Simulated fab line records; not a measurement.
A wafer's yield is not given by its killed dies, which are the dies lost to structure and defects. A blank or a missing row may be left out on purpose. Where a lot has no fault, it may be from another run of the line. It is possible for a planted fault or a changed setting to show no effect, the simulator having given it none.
Split-lot study :: flow n5 finfet :: on a route of 1938 steps: 7 lots, 21 wafers read

SPLIT DETAILS
At N5_BEOL_M8_TRENCH_ETCH_37 (etches SiCOH lowk in C4F6/O2, target depth 93.478 nm, time 31.2 s), the setting time s was moved away from the recipe's 31.2 s on 3 of the 21 wafers read, by +13.5% to +20.4%. The other wafers ran this setting at the recipe's value.

FROM THE SPLIT TO THE READING: what the file shows between them, 12 steps
- N5_BEOL_M8_ETCH_41: etches SiCN in CH3F/O2, target depth 31.9 nm, time 57.8 s
- N5_BEOL_M8_STRIP_80: strips in N2/H2, time 10 s
- N5_BEOL_M8_OCD_MEAS_38
- N5_BEOL_M8_ALD_77: deposits TaN, target thk 2 nm, pulse time 2 s, purge time 3 s (also split here: purge time s)
- N5_BEOL_M8_SURFACE_TREAT_79
- N5_BEOL_M8_CVD_78: deposits Co from CCTBA/H2, target thk 2 nm, time 142.3 s
- N5_BEOL_M8_ECD_50: material Cu, target thk 300 nm
- N5_BEOL_M8_ANNEAL_51: time 90 s
- N5_BEOL_M8_CMP_52: polishes, stops on SiCOH lowk, t overpolish 6.9 s, target thk 80 nm
- N5_BEOL_M8_THK_MEAS_53: measures by xrf
- N5_BEOL_M8_PRE_CLEAN_55: time 15 s
- N5_BEOL_M8_DEP_56: deposits SiCN from 3MS/NH3, target thk 10 nm, time 17.5 s

THE READING
M8_RS, in ohm/sq, at N5_BEOL_M8_RS_MEAS_57 (measures by four-point-probe). Fault-free wafers of this fab line usually give 0.291 ohm/sq, standard deviation 0.013 ohm/sq.

wafer: L078.1
tool, chamber at the split: rie diel-04, 0
time s as run, s: 31.2
against the recipe: recipe
M8_RS, ohm/sq: 0.300
against lot-mates on the recipe: -

wafer: L078.3
tool, chamber at the split: rie diel-04, 1
time s as run, s: 31.2
against the recipe: recipe
M8_RS, ohm/sq: 0.314
against lot-mates on the recipe: -

wafer: L078.4
tool, chamber at the split: rie diel-04, 2
time s as run, s: 31.2
against the recipe: recipe
M8_RS, ohm/sq: 0.298
against lot-mates on the recipe: -

wafer: L079.2
tool, chamber at the split: rie diel-02, 3
time s as run, s: 31.2
against the recipe: recipe
M8_RS, ohm/sq: 0.279
against lot-mates on the recipe: -

wafer: L079.5
tool, chamber at the split: rie diel-02, 0
time s as run, s: 31.2
against the recipe: recipe
M8_RS, ohm/sq: 0.280
against lot-mates on the recipe: -

wafer: L079.6
tool, chamber at the split: rie diel-02, 3
time s as run, s: 31.2
against the recipe: recipe
M8_RS, ohm/sq: 0.282
against lot-mates on the recipe: -

wafer: L081.3
tool, chamber at the split: rie diel-05, 1
time s as run, s: 31.2
against the recipe: recipe
M8_RS, ohm/sq: 0.270
against lot-mates on the recipe: -

wafer: L081.5
tool, chamber at the split: rie diel-05, 1
time s as run, s: 36.67
against the recipe: +17.5%
M8_RS, ohm/sq: 0.221
against lot-mates on the recipe: -0.057

wafer: L081.6
tool, chamber at the split: rie diel-05, 2
time s as run, s: 31.2
against the recipe: recipe
M8_RS, ohm/sq: 0.286
against lot-mates on the recipe: -

wafer: L083.3
tool, chamber at the split: rie diel-05, 2
time s as run, s: 31.2
against the recipe: recipe
M8_RS, ohm/sq: 0.284
against lot-mates on the recipe: -

wafer: L083.4
tool, chamber at the split: rie diel-05, 3
time s as run, s: 31.2
against the recipe: recipe
M8_RS, ohm/sq: 0.291
against lot-mates on the recipe: -

wafer: L083.5
tool, chamber at the split: rie diel-05, 3
time s as run, s: 37.56
against the recipe: +20.4%
M8_RS, ohm/sq: 0.228
against lot-mates on the recipe: -0.059

wafer: L085.3
tool, chamber at the split: rie diel-02, 1
time s as run, s: 31.2
against the recipe: recipe
M8_RS, ohm/sq: 0.299
against lot-mates on the recipe: -

wafer: L085.4
tool, chamber at the split: rie diel-02, 0
time s as run, s: 31.2
against the recipe: recipe
M8_RS, ohm/sq: 0.283
against lot-mates on the recipe: -

wafer: L085.5
tool, chamber at the split: rie diel-02, 1
time s as run, s: 31.2
against the recipe: recipe
M8_RS, ohm/sq: 0.311
against lot-mates on the recipe: -

wafer: L090.1
tool, chamber at the split: rie diel-02, 3
time s as run, s: 31.2
against the recipe: recipe
M8_RS, ohm/sq: 0.275
against lot-mates on the recipe: -

wafer: L090.3
tool, chamber at the split: rie diel-02, 0
time s as run, s: 31.2
against the recipe: recipe
M8_RS, ohm/sq: 0.284
against lot-mates on the recipe: -

wafer: L090.4
tool, chamber at the split: rie diel-02, 3
time s as run, s: 31.2
against the recipe: recipe
M8_RS, ohm/sq: 0.268
against lot-mates on the recipe: -

wafer: L095.4
tool, chamber at the split: rie diel-04, 0
time s as run, s: 31.2
against the recipe: recipe
M8_RS, ohm/sq: 0.286
against lot-mates on the recipe: -

wafer: L095.5
tool, chamber at the split: rie diel-04, 3
time s as run, s: 35.41
against the recipe: +13.5%
M8_RS, ohm/sq: 0.238
against lot-mates on the recipe: -0.050

wafer: L095.6
tool, chamber at the split: rie diel-04, 1
time s as run, s: 31.2
against the recipe: recipe
M8_RS, ohm/sq: 0.290
against lot-mates on the recipe: -

THE FIT
A straight line over all 21 wafers: M8_RS changes by -0.00337 ohm/sq for each +1% of time s; r = -0.87; the points scatter about the line by 0.012 ohm/sq.
The same after taking each lot's own level away (the mean of its wafers on the recipe; 21 wafers): -0.00318 ohm/sq for each +1%; r = -0.95; scatter 0.007 ohm/sq.
The reading moves by 0.065 ohm/sq for the largest change in time s, on that fit.
Across the lots, their own levels run from 0.2757 to 0.3040 ohm/sq, a range of 2.2 times the standard deviation given above.
The two slopes agree, so the slope changes little with the lot-to-lot level.
Check: -0.0697 ohm/sq against its lot-mates is what the line predicts for one of the wafers moved furthest among these (+20.4%) when that wafer is left out of the fit. It came out at -0.0595 ohm/sq against them.

FURTHER SPLITS ON THESE WAFERS
Other splits were also applied to these wafers ahead of the reading. Each is held against what the fit with the lots' levels taken away leaves over:
other split on the same wafers: N5_BEOL_M7_DESCUM_33 time s
wafers away from the commonest value: 4
r with M8_RS (lot level and that fit taken away): -0.26

other split on the same wafers: N5_BEOL_M7_TRENCH_ETCH_37 source w
wafers away from the commonest value: 7
r with M8_RS (lot level and that fit taken away): -0.24

other split on the same wafers: N5_BEOL_M8_ALD_77 purge time s
wafers away from the commonest value: 7
r with M8_RS (lot level and that fit taken away): -0.02

THE WHOLE CHAIN: every reading that the file lists as answering this split, in the file's order
step: N5_BEOL_M8_TRENCH_ETCH_37
what it does: etches SiCOH lowk in C4F6/O2, target depth 93.478 nm, time 31.2 s
reading: BEOL_M8.feature depth nm (the simulator's own value, which no gauge read)
change (the file's fit): +0.968 nm for each +1% of the setting
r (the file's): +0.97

step: N5_BEOL_M8_TRENCH_ETCH_37
what it does: etches SiCOH lowk in C4F6/O2, target depth 93.478 nm, time 31.2 s
reading: etch.depth nm (the simulator's own value, which no gauge read)
change (the file's fit): +0.971 nm for each +1% of the setting
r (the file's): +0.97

step: N5_BEOL_M8_OCD_MEAS_38
what it does: 
reading: trench depth nm
change (the file's fit): +0.979 nm for each +1% of the setting
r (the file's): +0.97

step: N5_BEOL_M8_CMP_52
what it does: polishes, stops on SiCOH lowk, t overpolish 6.9 s, target thk 80 nm
reading: Cu_of_BEOL_M8_ECD_50.thk nm (the simulator's own value, which no gauge read)
change (the file's fit): +0.952 nm for each +1% of the setting
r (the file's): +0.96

step: N5_BEOL_M8_THK_MEAS_53
what it does: measures by xrf
reading: M8_THK
change (the file's fit): +0.976 for each +1% of the setting
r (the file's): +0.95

step: N5_BEOL_M8_RS_MEAS_57
what it does: measures by four-point-probe
reading: M8_RS
change (the file's fit): -0.00319 for each +1% of the setting
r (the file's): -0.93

FILE'S OWN FIT
M8_RS changes by -0.00319 ohm/sq for each +1% of time s, r = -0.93.
